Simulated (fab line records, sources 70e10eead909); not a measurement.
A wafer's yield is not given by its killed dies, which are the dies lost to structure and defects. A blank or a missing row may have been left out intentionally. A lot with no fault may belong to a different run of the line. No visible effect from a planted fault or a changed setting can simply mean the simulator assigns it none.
The tool behind it: which one?    flow nandHarc    14 lots, 42 wafers sampled, at 6 steps of a route of 1159

== WHAT THE GAUGES SHOWED, per wafer ==
NHARC_A_M0_CD_MEAS_09 targets a cd of 80 nm. Usual: cdNm reads 80.3 nm (standard deviation 0.76).
lot   measured      on        cdNm (nm)       flag
L722  day 18 09:15  cdSem-01  81.1 81.0 81.4  
L723  day 18 15:13  cdSem-02  80.6 82.0 80.6  
L724  day 18 15:22  cdSem-02  80.7 79.9 81.1  
L726  day 19 15:10  cdSem-01  81.7 82.5 81.7  
L725  day 19 15:59  cdSem-02  80.8 81.2 80.2  
L727  day 19 22:05  cdSem-01  80.6 80.2 79.6  
L728  day 20 01:38  cdSem-03  80.2 82.0 81.2  
L729  day 20 02:17  cdSem-02  79.7 79.9 80.3  
L737  day 23 09:50  cdSem-03  70.2 69.9 70.3  OFF
L738  day 23 17:01  cdSem-02  70.8 70.8 69.9  OFF
L743  day 23 17:19  cdSem-03  80.2 80.8 79.9  
L741  day 23 23:37  cdSem-01  80.4 80.4 80.2  
L734  day 24 06:59  cdSem-02  72.8 72.9 72.9  OFF
L744  day 24 09:20  cdSem-03  79.3 80.8 79.5  

NHARC_A_M0_INSPECT_11. Usual: rawDefectCount reads 29 (standard deviation 15).
lot   measured      on                rawDefectCount  flag
L722  day 18 09:22  defectInspect-02  29 25 20        
L723  day 18 15:20  defectInspect-01  21 23 23        
L724  day 18 15:29  defectInspect-01  10 6 7          
L726  day 19 15:17  defectInspect-01  13 31 25        
L725  day 19 16:06  defectInspect-02  14 8 7          
L727  day 19 22:12  defectInspect-02  34 21 23        
L728  day 20 01:46  defectInspect-02  26 33 21        
L729  day 20 02:24  defectInspect-01  21 17 15        
L737  day 23 09:58  defectInspect-01  68 52 51        
L738  day 23 17:08  defectInspect-02  40 39 40        
L743  day 23 17:28  defectInspect-01  17 15 20        
L741  day 23 23:44  defectInspect-01  41 43 32        
L734  day 24 07:07  defectInspect-02  14 11 14        
L744  day 24 09:27  defectInspect-01  14 13 7         

NHARC_END_SORT_01. Usual: defectLimitedYield 95.4 %, standard deviation 1.8; killedAtArray 27, standard deviation 12; killedAtOther 0.5, standard deviation 0.9; killedAtPeriphery 3.7, standard deviation 2.7; killedDies 31, standard deviation 12; killedOpen 3.3, standard deviation 2; killedShort 2.0, standard deviation 1.4; sort_bin_2_pct 1.4 %, standard deviation 0.74; sort_bin_3_pct 0.25 %, standard deviation 0.2; sort_bin_4_pct 2.9 %, standard deviation 1.1; sortNPass 646, standard deviation 12; sortRimYieldPct 96.4 %, standard deviation 2.8; sortYieldPct 95.4 %, standard deviation 1.8.
lot   measured      on         defectLimitedYield (%)  killedAtArray  killedAtOther  killedAtPeriphery  killedDies  killedOpen  killedShort  sort_bin_2_pct (%)  sort_bin_3_pct (%)  sort_bin_4_pct (%)  sortNPass    sortRimYieldPct (%)  sortYieldPct (%)  flag
L727  day 21 15:52  prober-02  95.3 95.3 97.2          28 23 17       0 3 0          4 6 2              32 32 19    3 3 0       0 0 2        1.8 2.2 0.9         0 0.15 0.30         3.0 2.4 1.6         645 645 658  88.7 97.2 92.5       95.3 95.3 97.2    
L728  day 21 23:37  prober-02  94.5 95.1 94.8          23 27 26       1 0 0          13 6 9             37 33 35    3 1 3       2 4 4        2.1 1.0 2.4         0.30 0.59 0.15      3.1 3.2 2.7         640 644 642  98.1 96.2 94.3       94.5 95.1 94.8    
L729  day 22 00:20  prober-01  96.5 96.8 97.0          20 20 17       0 0 1          4 2 2              24 22 20    5 2 4       3 3 4        1.3 0.9 0.7         0.15 0 0.30         2.1 2.4 1.9         653 655 657  94.3 99.1 93.4       96.5 96.8 97.0    
L734  day 26 01:56  prober-01  97.0 97.0 96.0          18 12 23       1 2 1          1 6 3              20 20 27    4 4 10      2 3 4        1.3 1.2 1.5         0.15 0 0.15         1.5 1.8 2.4         657 657 650  97.2 97.2 96.2       97.0 97.0 96.0    

== TOOL THAT RAN EACH LOT (tool first, then ch and the chambers of the sampled wafers, then the start) ==
lot   NHARC_A_BLC_PVD_32                      NHARC_A_M0_PEB_07                 NHARC_A_M0_PRE_CLEAN_29
L722  pvdSputter-01, day 18 09:10 or earlier  lithoTrack-04 ch 0, day 18 09:10  pvdSputter-03, no start
L723  pvdSputter-01, day 18 15:08 or earlier  lithoTrack-06 ch 0, day 18 15:08  pvdSputter-01, no start
L724  pvdSputter-03, day 18 15:17 or earlier  lithoTrack-06 ch 0, day 18 15:17  pvdSputter-03, no start
L726  pvdSputter-02, day 19 15:05 or earlier  lithoTrack-06 ch 0, day 19 15:05  pvdSputter-03, no start
L725  pvdSputter-02, day 19 15:54 or earlier  lithoTrack-04 ch 0, day 19 15:54  pvdSputter-03, no start
L727  pvdSputter-03, day 19 22:00 or earlier  lithoTrack-04 ch 0, day 19 22:00  pvdSputter-02, day 21 15:52 or earlier
L728  pvdSputter-02, day 20 01:34 or earlier  lithoTrack-06 ch 0, day 20 01:34  pvdSputter-02, day 21 23:37 or earlier
L729  pvdSputter-03, day 20 02:12 or earlier  lithoTrack-01 ch 0, day 20 02:12  pvdSputter-02, day 22 00:20 or earlier
L737  pvdSputter-02, day 23 09:46 or earlier  lithoTrack-01 ch 0, day 23 09:46  pvdSputter-01, no start
L738  pvdSputter-03, day 23 16:56 or earlier  lithoTrack-01 ch 0, day 23 16:56  pvdSputter-03, no start
L743  pvdSputter-02, day 23 17:14 or earlier  lithoTrack-06 ch 0, day 23 17:14  pvdSputter-01, no start
L741  pvdSputter-03, day 23 23:32 or earlier  lithoTrack-06 ch 0, day 23 23:32  pvdSputter-02, no start
L734  pvdSputter-02, day 24 06:55 or earlier  lithoTrack-01 ch 0, day 24 06:55  pvdSputter-02, day 26 01:56 or earlier
L744  pvdSputter-02, day 24 09:15 or earlier  lithoTrack-06 ch 0, day 24 09:15  pvdSputter-03, no start
- NHARC_A_BLC_PVD_32: deposits Ti, target thk 5 nm, time 17.7 s.
- NHARC_A_M0_PEB_07: peb time 65 s.
- NHARC_A_M0_PRE_CLEAN_29: time 30 s.

== WHAT THE TOOLS THEMSELVES READ (means of the sampled wafers that have a number; where no wafer has one, the mark that the record gives instead) ==
NHARC_A_BLC_PVD_32. Usual: throttleValvePct reads 29.4 % (standard deviation 0.72).
lot   tool           throttleValvePct (%)  flag
L722  pvdSputter-01  30.0                  
L723  pvdSputter-01  29.0                  
L724  pvdSputter-03  29.6                  
L726  pvdSputter-02  29.3                  
L725  pvdSputter-02  29.4                  
L727  pvdSputter-03  29.7                  
L728  pvdSputter-02  29.4                  
L729  pvdSputter-03  29.4                  
L737  pvdSputter-02  29.1                  
L738  pvdSputter-03  28.9                  
L743  pvdSputter-02  29.4                  
L741  pvdSputter-03  29.4                  
L734  pvdSputter-02  29.4                  
L744  pvdSputter-02  29.4                  

NHARC_A_M0_PEB_07. Usual: heaterPowerTotalW 156.6 W, standard deviation 0.41; plateTempC 100.01 C, standard deviation 0.13.
lot   tool           heaterPowerTotalW (W)  plateTempC (C)  flag
L722  lithoTrack-04  156.6                  99.93           
L723  lithoTrack-06  156.4                  100.11          
L724  lithoTrack-06  156.7                  100.08          
L726  lithoTrack-06  156.4                  99.91           
L725  lithoTrack-04  156.5                  99.88           
L727  lithoTrack-04  156.5                  99.95           
L728  lithoTrack-06  156.9                  99.93           
L729  lithoTrack-01  156.6                  100.15          
L737  lithoTrack-01  151.5                  97.49           OFF
L738  lithoTrack-01  151.9                  97.63           OFF
L743  lithoTrack-06  156.7                  99.99           
L741  lithoTrack-06  156.6                  100.01          
L734  lithoTrack-01  151.4                  97.31           OFF
L744  lithoTrack-06  156.2                  100.05          

NHARC_A_M0_PRE_CLEAN_29. Usual: heaterPowerW reads 413 W (standard deviation 36).
lot   tool           heaterPowerW (W)  flag
L722  pvdSputter-03  444               
L723  pvdSputter-01  400               
L724  pvdSputter-03  450               
L726  pvdSputter-03  438               
L725  pvdSputter-03  440               
L727  pvdSputter-02  397               
L728  pvdSputter-02  394               
L729  pvdSputter-02  396               
L737  pvdSputter-01  398               
L738  pvdSputter-03  441               
L743  pvdSputter-01  375               
L741  pvdSputter-02  396               
L734  pvdSputter-02  389               
L744  pvdSputter-03  437               

== THE ANSWER, worked out from the rows above alone ==
Rule: take the mean of a lot's wafers that have a number; if it is more than 3 standard deviations from the usual mean, the lot is off. Also off: a lot with no number at a reading for which 4 or more lots have one. The other lots that the step has rows for count as sound. After the gauges, taken in route order, come the tools' own readings; for these a lot's mean is taken, as printed above. The first step at which some lot is off is used, and at that step the reading that is off furthest; a lot without a number counts as furthest.
Off: L737, L738, L734 (NHARC_A_M0_CD_MEAS_09, cdNm).
A tool fits if, at a process step before that reading, it ran every lot that is off, and no sound lot after the first of them. Not tried: the gauges at NHARC_A_M0_CD_MEAS_09; whatever is off there is also off at NHARC_A_M0_PEB_07, on other tools, and gauge error can't account for it. With no start given for some of its lots, NHARC_A_BLC_PVD_32 uses the hours and lot order of NHARC_A_M0_PEB_07. One fits: lithoTrack-01 at NHARC_A_M0_PEB_07. A fault onset in the window from L729 (day 20 02:12, its last sound lot) to L737 (day 23 09:46, its first lot off) fits.
The tool's own readings at NHARC_A_M0_PEB_07 bear it out: on the lots that are off they differ by more than 5 times the standard deviation of the sound lots' means. heaterPowerTotalW reads 151.6 W there against 156.6 W on the sound lots; plateTempC reads 97.48 C there against 100.00 C on the sound lots.

== WHAT HAD BEEN PUT IN BY THE SIMULATOR ==
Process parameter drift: lithoTrack-01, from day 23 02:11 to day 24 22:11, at NHARC_A_M0_PEB_07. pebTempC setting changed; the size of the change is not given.
Struck lots among those shown: L737, L738, L734. The rule given above showed the same thing.
